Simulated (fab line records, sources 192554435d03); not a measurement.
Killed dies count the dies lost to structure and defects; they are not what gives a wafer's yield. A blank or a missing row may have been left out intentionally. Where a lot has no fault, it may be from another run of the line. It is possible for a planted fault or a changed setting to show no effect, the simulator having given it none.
Chamber matching	flow n5 finfet	N5_BEOL_M3_STRIP_19 on rie diel-04: 4 sister chambers
The step strips in O2. 4 wafers are shown with their chamber, then 9 later ones without.

WAFERS PAIRED WITH THEIR CHAMBERS
wafer	chamber	drypump motor current A (A)
L090.1	1	5.7
L089.2	0	5.3
L089.3	3	6.4
L089.6	2	4.8

WAFERS MISSING THEIR CHAMBER
wafer	drypump motor current A (A)
L092.2	6.4
L092.4	4.7
L092.6	6.4
L094.2	5.3
L094.3	5.7
L094.5	6.4
L095.1	5.7
L095.2	6.4
L095.4	4.7

WHICH CHAMBER EACH WENT THROUGH
wafer	from the rows above	in truth
L092.2	3	3
L092.4	2	2
L092.6	3	3
L094.2	0	0
L094.3	1	1
L094.5	3	3
L095.1	1	1
L095.2	3	3
L095.4	2	2
Placed correctly: 9 of 9. Left unplaced by these rows: 0. Number placed wrongly: 0.
How it was worked out, from the rows above alone: a wafer's distance from a chamber is the root of the sum, over the readings, of the square of ((its reading less the chamber's mean) divided by the reading's scatter). If the next closest chamber is less than 2 further off than the closest, the wafer can't be placed; otherwise it belongs to the closest. A chamber's mean is the mean of its shown wafers. The scatter: with one shown wafer a chamber, the root of the mean of the squares of how far each hidden wafer lies from its nearest shown one.
